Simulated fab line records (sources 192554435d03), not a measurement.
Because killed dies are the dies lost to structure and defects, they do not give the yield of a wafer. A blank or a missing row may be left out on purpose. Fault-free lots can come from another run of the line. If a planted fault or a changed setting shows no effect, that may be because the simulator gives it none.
Which tool was responsible? / flow n5Finfet / 9 lots with 27 wafers sampled at 5 steps, on a route of 1938 steps

## WHAT THE GAUGES READ, wafer by wafer
N5_BEOL_M4_RC_MEAS_101. Usual: DIBL_N 35.9 mV/V, standard deviation 1.3; DIBL_P 35.9 mV/V, standard deviation 1.5; IOFF_N 0.152 nA/um, standard deviation 0.023; IOFF_P 0.204 nA/um, standard deviation 0.027; ION_N 673 uA/um, standard deviation 9.2; ION_P 462 uA/um, standard deviation 6.7; SS_N 71.4 mV/dec, standard deviation 0.48; SS_P 73.2 mV/dec, standard deviation 0.55; VT_N 250.3 mV, standard deviation 2.6; VT_P -250.6 mV, standard deviation 3.
lot=L345; measured=day 8 20:23; on=prober-02; DIBL_N (mV/V)=33.8 33.5 33.9; DIBL_P (mV/V)=34.7 34.5 35.1; IOFF_N (nA/um)=0.143 0.133 0.139; IOFF_P (nA/um)=0.199 0.186 0.199; ION_N (uA/um)=667 672 663; ION_P (uA/um)=461 464 464; SS_N (mV/dec)=71.0 71.5 70.9; SS_P (mV/dec)=72.4 72.5 72.8; VT_N (mV)=250.9 250.1 250.9; VT_P (mV)=-250.0 -250.8 -250.2; flag=
lot=L347; measured=day 9 21:12; on=prober-01; DIBL_N (mV/V)=36.6 35.3 37.3; DIBL_P (mV/V)=36.6 34.7 38.1; IOFF_N (nA/um)=0.135 0.122 0.162; IOFF_P (nA/um)=0.175 0.159 0.214; ION_N (uA/um)=670 676 685; ION_P (uA/um)=456 453 469; SS_N (mV/dec)=71.2 70.6 71.8; SS_P (mV/dec)=72.8 72.6 73.6; VT_N (mV)=253.0 253.1 251.9; VT_P (mV)=-253.4 -254.0 -250.3; flag=
lot=L349; measured=day 10 14:52; on=prober-02; DIBL_N (mV/V)=36.6 37.2 36.1; DIBL_P (mV/V)=35.2 36.9 34.5; IOFF_N (nA/um)=0.144 0.167 0.141; IOFF_P (nA/um)=0.217 0.244 0.198; ION_N (uA/um)=665 671 659; ION_P (uA/um)=462 464 449; SS_N (mV/dec)=71.6 72.1 71.9; SS_P (mV/dec)=73.5 74.2 72.5; VT_N (mV)=252.7 248.3 253.3; VT_P (mV)=-248.6 -249.5 -251.8; flag=
lot=L350; measured=day 11 00:04; on=prober-02; DIBL_N (mV/V)=34.9 34.8 34.8; DIBL_P (mV/V)=35.7 33.9 34.9; IOFF_N (nA/um)=0.133 0.126 0.130; IOFF_P (nA/um)=0.189 0.161 0.178; ION_N (uA/um)=680 670 668; ION_P (uA/um)=467 454 462; SS_N (mV/dec)=71.8 71.0 71.0; SS_P (mV/dec)=73.1 73.6 72.1; VT_N (mV)=252.7 253.6 253.5; VT_P (mV)=-250.8 -254.7 -252.7; flag=
lot=L352; measured=day 12 03:04; on=prober-02; DIBL_N (mV/V)=35.7 35.0 35.9; DIBL_P (mV/V)=35.5 35.2 36.2; IOFF_N (nA/um)=0.134 0.127 0.143; IOFF_P (nA/um)=0.188 0.198 0.209; ION_N (uA/um)=669 665 681; ION_P (uA/um)=455 460 461; SS_N (mV/dec)=71.1 70.7 71.7; SS_P (mV/dec)=72.7 72.8 73.8; VT_N (mV)=249.5 251.2 248.9; VT_P (mV)=-249.6 -248.8 -248.1; flag=
lot=L353; measured=day 11 07:58; on=prober-02; DIBL_N (mV/V)=38.2 37.6 36.9; DIBL_P (mV/V)=38.8 37.3 36.6; IOFF_N (nA/um)=0.225 0.206 0.182; IOFF_P (nA/um)=0.247 0.217 0.209; ION_N (uA/um)=690 678 682; ION_P (uA/um)=467 458 458; SS_N (mV/dec)=71.5 71.8 71.3; SS_P (mV/dec)=74.1 73.2 72.6; VT_N (mV)=242.7 244.2 246.1; VT_P (mV)=-248.1 -253.5 -251.4; flag=
lot=L356; measured=day 12 10:53; on=prober-02; DIBL_N (mV/V)=36.3 36.9 38.0; DIBL_P (mV/V)=33.9 34.5 36.4; IOFF_N (nA/um)=0.147 0.148 0.184; IOFF_P (nA/um)=0.227 0.227 0.275; ION_N (uA/um)=669 678 692; ION_P (uA/um)=472 467 477; SS_N (mV/dec)=71.5 71.1 71.6; SS_P (mV/dec)=72.4 73.4 73.6; VT_N (mV)=248.6 251.3 247.6; VT_P (mV)=-244.2 -247.5 -243.5; flag=
lot=L363; measured=day 13 17:28; on=prober-02; DIBL_N (mV/V)=36.1 36.2 35.4; DIBL_P (mV/V)=36.0 36.6 35.8; IOFF_N (nA/um)=0.162 0.164 0.149; IOFF_P (nA/um)=0.183 0.187 0.176; ION_N (uA/um)=675 668 669; ION_P (uA/um)=454 455 452; SS_N (mV/dec)=71.9 72.0 71.4; SS_P (mV/dec)=73.0 73.8 73.1; VT_N (mV)=250.0 248.5 250.2; VT_P (mV)=-253.1 -255.2 -256.0; flag=
lot=L365; measured=day 14 19:56; on=prober-01; DIBL_N (mV/V)=41.0 37.6 38.4; DIBL_P (mV/V)=40.4 35.8 36.5; IOFF_N (nA/um)=0.248 0.157 0.177; IOFF_P (nA/um)=0.306 0.216 0.238; ION_N (uA/um)=686 667 669; ION_P (uA/um)=469 459 455; SS_N (mV/dec)=72.2 72.2 71.4; SS_P (mV/dec)=74.8 73.7 74.4; VT_N (mV)=245.1 251.9 249.1; VT_P (mV)=-245.4 -252.3 -249.1; flag=

## EACH LOT AND THE TOOL THAT RAN IT (in order: tool; ch and the chambers of the sampled wafers; start)
lot=L345; N5_BEOL_M3_PECVD_72=pecvd-04 ch 0,2, day 7 12:19; N5_BEOL_M3_HM_DEP_02=pvdSputter-01, day 7 12:54; N5_BEOL_M3_COAT_22=lithoTrack-02 ch 0, day 7 13:53; N5_BEOL_M3_ETCH_77=rieDiel-03 ch 0,1,3, day 7 14:34
lot=L347; N5_BEOL_M3_PECVD_72=pecvd-03 ch 0,1,2, day 8 06:13; N5_BEOL_M3_HM_DEP_02=pvdSputter-01, day 8 06:21; N5_BEOL_M3_COAT_22=lithoTrack-02 ch 0, day 8 07:36; N5_BEOL_M3_ETCH_77=rieDiel-03 ch 2,3, day 8 08:02
lot=L349; N5_BEOL_M3_PECVD_72=pecvd-01 ch 0,2, day 8 16:35; N5_BEOL_M3_HM_DEP_02=pvdSputter-01, day 8 16:54; N5_BEOL_M3_COAT_22=lithoTrack-04 ch 0, day 8 18:04; N5_BEOL_M3_ETCH_77=rieDiel-03 ch 1,2,3, day 8 18:37
lot=L350; N5_BEOL_M3_PECVD_72=pecvd-01 ch 0,1,2, day 9 09:10; N5_BEOL_M3_HM_DEP_02=pvdSputter-02, day 9 09:59; N5_BEOL_M3_COAT_22=lithoTrack-04 ch 0, day 9 10:58; N5_BEOL_M3_ETCH_77=rieDiel-06 ch 0,1, day 9 11:48
lot=L352; N5_BEOL_M3_PECVD_72=pecvd-03 ch 0,1,2, day 9 23:09; N5_BEOL_M3_HM_DEP_02=pvdSputter-03, day 9 23:41; N5_BEOL_M3_COAT_22=lithoTrack-05 ch 0, day 10 00:45; N5_BEOL_M3_ETCH_77=rieDiel-06 ch 0,1,3, day 10 01:22
lot=L353; N5_BEOL_M3_PECVD_72=pecvd-03 ch 0,1,2, day 10 01:27; N5_BEOL_M3_HM_DEP_02=pvdSputter-02, day 10 02:22; N5_BEOL_M3_COAT_22=lithoTrack-02 ch 0, day 10 03:34; N5_BEOL_M3_ETCH_77=rieDiel-03 ch 1,2, day 10 04:07
lot=L356; N5_BEOL_M3_PECVD_72=pecvd-03 ch 0,1,2, day 10 22:12; N5_BEOL_M3_HM_DEP_02=pvdSputter-01, day 10 22:56; N5_BEOL_M3_COAT_22=lithoTrack-04 ch 0, day 11 00:11; N5_BEOL_M3_ETCH_77=rieDiel-01 ch 1,2, day 11 00:46
lot=L363; N5_BEOL_M3_PECVD_72=pecvd-01 ch 0,1, day 12 07:57; N5_BEOL_M3_HM_DEP_02=pvdSputter-02, day 12 09:58; N5_BEOL_M3_COAT_22=lithoTrack-04 ch 0, day 12 10:58; N5_BEOL_M3_ETCH_77=rieDiel-03 ch 0,1, day 12 11:31
lot=L365; N5_BEOL_M3_PECVD_72=pecvd-01 ch 0,1,2, day 12 17:22; N5_BEOL_M3_HM_DEP_02=pvdSputter-02, day 12 22:10; N5_BEOL_M3_COAT_22=lithoTrack-04 ch 0, day 12 23:09; N5_BEOL_M3_ETCH_77=rieDiel-01 ch 1,2,3, day 12 23:42
- N5_BEOL_M3_PECVD_72: deposits SiO2 from TEOS/O2, target thk 16 nm, time 18 s.
- N5_BEOL_M3_HM_DEP_02: deposits TiN, target thk 20 nm.
- N5_BEOL_M3_COAT_22: resist thk 30 nm.
- N5_BEOL_M3_ETCH_77: etches underlayer in N2/H2, target depth 6.5 nm, time 5.2 s.

## AS READ BY THE TOOLS THEMSELVES (means over the sampled wafers that have a number; for cases with no such wafer, the mark the record gives instead)
N5_BEOL_M3_PECVD_72. Usual: heaterPowerW 652 W, standard deviation 72; showerheadPlenumPTorr 8.79 Torr, standard deviation 0.048; throttleValvePct 22.7 %, standard deviation 1.7.
lot=L345; tool=pecvd-04; heaterPowerW (W)=711; showerheadPlenumPTorr (Torr)=8.76; throttleValvePct (%)=21.7; flag=
lot=L347; tool=pecvd-03; heaterPowerW (W)=651; showerheadPlenumPTorr (Torr)=8.80; throttleValvePct (%)=22.5; flag=
lot=L349; tool=pecvd-01; heaterPowerW (W)=545; showerheadPlenumPTorr (Torr)=8.76; throttleValvePct (%)=22.6; flag=
lot=L350; tool=pecvd-01; heaterPowerW (W)=567; showerheadPlenumPTorr (Torr)=8.78; throttleValvePct (%)=23.1; flag=
lot=L352; tool=pecvd-03; heaterPowerW (W)=697; showerheadPlenumPTorr (Torr)=8.79; throttleValvePct (%)=22.5; flag=
lot=L353; tool=pecvd-03; heaterPowerW (W)=732; showerheadPlenumPTorr (Torr)=8.77; throttleValvePct (%)=22.6; flag=
lot=L356; tool=pecvd-03; heaterPowerW (W)=711; showerheadPlenumPTorr (Torr)=8.81; throttleValvePct (%)=22.7; flag=
lot=L363; tool=pecvd-01; heaterPowerW (W)=599; showerheadPlenumPTorr (Torr)=8.78; throttleValvePct (%)=22.1; flag=
lot=L365; tool=pecvd-01; heaterPowerW (W)=608; showerheadPlenumPTorr (Torr)=8.78; throttleValvePct (%)=23.2; flag=

N5_BEOL_M3_HM_DEP_02. Usual: throttleValvePct reads 30.1 % (standard deviation 1.2).
lot=L345; tool=pvdSputter-01; throttleValvePct (%)=30.5; flag=
lot=L347; tool=pvdSputter-01; throttleValvePct (%)=28.6; flag=
lot=L349; tool=pvdSputter-01; throttleValvePct (%)=28.8; flag=
lot=L350; tool=pvdSputter-02; throttleValvePct (%)=29.7; flag=
lot=L352; tool=pvdSputter-03; throttleValvePct (%)=30.7; flag=
lot=L353; tool=pvdSputter-02; throttleValvePct (%)=30.7; flag=
lot=L356; tool=pvdSputter-01; throttleValvePct (%)=30.1; flag=
lot=L363; tool=pvdSputter-02; throttleValvePct (%)=30.0; flag=
lot=L365; tool=pvdSputter-02; throttleValvePct (%)=30.6; flag=

N5_BEOL_M3_COAT_22. Usual: spinSpeedRpm reads 1500.2 rpm (standard deviation 1.1).
lot=L345; tool=lithoTrack-02; spinSpeedRpm (rpm)=1498.9; flag=
lot=L347; tool=lithoTrack-02; spinSpeedRpm (rpm)=1500.4; flag=
lot=L349; tool=lithoTrack-04; spinSpeedRpm (rpm)=1500.8; flag=
lot=L350; tool=lithoTrack-04; spinSpeedRpm (rpm)=1500.5; flag=
lot=L352; tool=lithoTrack-05; spinSpeedRpm (rpm)=1500.4; flag=
lot=L353; tool=lithoTrack-02; spinSpeedRpm (rpm)=1499.9; flag=
lot=L356; tool=lithoTrack-04; spinSpeedRpm (rpm)=1501.7; flag=
lot=L363; tool=lithoTrack-04; spinSpeedRpm (rpm)=1165.4; flag=OFF
lot=L365; tool=lithoTrack-04; spinSpeedRpm (rpm)=1165.8; flag=OFF

N5_BEOL_M3_ETCH_77. Usual: drypumpMotorCurrentA 5.55 A, standard deviation 0.29; etchRfOnTimeS 5.17 s, standard deviation 0.081; oesProductAu 0.65 a.u., standard deviation 0.057; rfVppV 523.4 V, standard deviation 2.5; showerheadPlenumPTorr 2.52 Torr, standard deviation 0.089; throttleValvePct 17.83 %, standard deviation 0.25.
lot=L345; tool=rieDiel-03; drypumpMotorCurrentA (A)=5.50; etchRfOnTimeS (s)=5.25; oesProductAu (a.u.)=0.63; rfVppV (V)=521.2; showerheadPlenumPTorr (Torr)=2.46; throttleValvePct (%)=17.75; flag=
lot=L347; tool=rieDiel-03; drypumpMotorCurrentA (A)=5.44; etchRfOnTimeS (s)=5.22; oesProductAu (a.u.)=0.63; rfVppV (V)=522.8; showerheadPlenumPTorr (Torr)=2.53; throttleValvePct (%)=18.29; flag=
lot=L349; tool=rieDiel-03; drypumpMotorCurrentA (A)=5.41; etchRfOnTimeS (s)=5.24; oesProductAu (a.u.)=0.63; rfVppV (V)=521.4; showerheadPlenumPTorr (Torr)=2.46; throttleValvePct (%)=17.99; flag=
lot=L350; tool=rieDiel-06; drypumpMotorCurrentA (A)=5.82; etchRfOnTimeS (s)=5.06; oesProductAu (a.u.)=0.75; rfVppV (V)=525.0; showerheadPlenumPTorr (Torr)=2.59; throttleValvePct (%)=17.60; flag=
lot=L352; tool=rieDiel-06; drypumpMotorCurrentA (A)=5.50; etchRfOnTimeS (s)=5.11; oesProductAu (a.u.)=0.70; rfVppV (V)=523.1; showerheadPlenumPTorr (Torr)=2.53; throttleValvePct (%)=17.71; flag=
lot=L353; tool=rieDiel-03; drypumpMotorCurrentA (A)=5.25; etchRfOnTimeS (s)=5.17; oesProductAu (a.u.)=0.65; rfVppV (V)=519.8; showerheadPlenumPTorr (Torr)=2.40; throttleValvePct (%)=17.81; flag=
lot=L356; tool=rieDiel-01; drypumpMotorCurrentA (A)=5.65; etchRfOnTimeS (s)=5.21; oesProductAu (a.u.)=0.60; rfVppV (V)=524.2; showerheadPlenumPTorr (Torr)=2.55; throttleValvePct (%)=18.08; flag=
lot=L363; tool=rieDiel-03; drypumpMotorCurrentA (A)=5.45; etchRfOnTimeS (s)=5.24; oesProductAu (a.u.)=0.62; rfVppV (V)=522.2; showerheadPlenumPTorr (Torr)=2.44; throttleValvePct (%)=17.61; flag=
lot=L365; tool=rieDiel-01; drypumpMotorCurrentA (A)=5.65; etchRfOnTimeS (s)=5.18; oesProductAu (a.u.)=0.60; rfVppV (V)=522.2; showerheadPlenumPTorr (Torr)=2.52; throttleValvePct (%)=17.98; flag=

## THE ANSWER, worked out from the rows above alone
Rule: a lot counts as off when the mean over its wafers that have a number is more than 3 standard deviations away from the usual mean. Also off: a lot with no number at a reading for which 4 or more lots have one. The other lots that the step has rows for count as sound. The gauges are gone through in route order, then the tools' own readings, and for those a lot's mean is taken as printed above. The first step at which some lot is off is used, and at that step the reading that is off furthest; a lot without a number counts as furthest.
Off, at N5_BEOL_M3_COAT_22 on spinSpeedRpm: L363, L365.
A tool fits if, at that step or a process step before it, it ran every lot that is off, and no sound lot after the first of them. Can't be told from this: 3 tools fit, pecvd-01 at N5_BEOL_M3_PECVD_72, pvdSputter-02 at N5_BEOL_M3_HM_DEP_02, lithoTrack-04 at N5_BEOL_M3_COAT_22.

## WHAT THE SIMULATOR HAD INSERTED
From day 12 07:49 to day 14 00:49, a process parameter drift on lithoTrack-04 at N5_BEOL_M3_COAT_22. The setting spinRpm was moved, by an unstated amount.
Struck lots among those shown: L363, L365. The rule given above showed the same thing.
